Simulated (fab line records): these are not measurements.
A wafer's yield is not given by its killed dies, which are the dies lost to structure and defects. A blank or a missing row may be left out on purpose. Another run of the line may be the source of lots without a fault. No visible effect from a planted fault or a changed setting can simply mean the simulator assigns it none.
Chamber matching + flow n5Finfet + 4 sister chambers for N5_BEOL_M5_ETCH_68 on rieDiel-02
The step etches SOC in N2/H2, target depth 80 nm, overetch 16 nm, time 120 s. 8 wafers are shown with their chamber, then 10 later ones without.

WAFERS, EACH WITH ITS CHAMBER
| wafer  | chamber | showerheadPlenumPTorr (Torr) | drypumpMotorCurrentA (A) |
|--------|---------|------------------------------|--------------------------|
| L079.3 | 0       | 2.52                         | 5.8                      |
| L078.2 | 3       | 2.63                         | 5.8                      |
| L078.4 | 1       | 2.45                         | 5.4                      |
| L083.2 | 2       | 2.31                         | 5.7                      |
| L083.3 | 0       | 2.52                         | 5.8                      |
| L083.4 | 1       | 2.45                         | 5.4                      |
| L084.2 | 2       | 2.30                         | 5.7                      |
| L084.4 | 3       | 2.62                         | 5.9                      |

WAFERS WITHOUT THEIR CHAMBER
| wafer  | showerheadPlenumPTorr (Torr) | drypumpMotorCurrentA (A) |
|--------|------------------------------|--------------------------|
| L084.5 | 2.30                         | 5.7                      |
| L094.2 | 2.62                         | 5.9                      |
| L094.3 | 2.44                         | 5.4                      |
| L094.4 | 2.30                         | 5.7                      |
| L096.2 | 2.61                         | 5.9                      |
| L096.3 | 2.29                         | 5.7                      |
| L096.4 | 2.44                         | 5.4                      |
| L097.1 | 2.44                         | 5.4                      |
| L097.2 | 2.51                         | 5.7                      |
| L097.4 | 2.29                         | 5.7                      |

EACH ONE'S CHAMBER
| wafer  | from the rows above | in truth |
|--------|---------------------|----------|
| L084.5 | 2                   | 2        |
| L094.2 | 3                   | 3        |
| L094.3 | 1                   | 1        |
| L094.4 | 2                   | 2        |
| L096.2 | 3                   | 3        |
| L096.3 | 2                   | 2        |
| L096.4 | 1                   | 1        |
| L097.1 | 1                   | 1        |
| L097.2 | 0                   | 0        |
| L097.4 | 2                   | 2        |
Correctly placed: 10 of 10. Number that these rows cannot place: 0. 0 placed wrongly.
How it was worked out, from the rows above alone: a wafer's distance from a chamber is the root of the sum, over the readings, of the square of ((its reading less the chamber's mean) divided by the reading's scatter). If the next closest chamber is less than 2 further off than the closest, the wafer can't be placed; otherwise it belongs to the closest. For every chamber, the mean is computed from those of its wafers that are shown. The scatter: take each reading less its chamber's mean, square it, sum over the shown wafers, divide by the number of wafers less the number of chambers, and take the root.
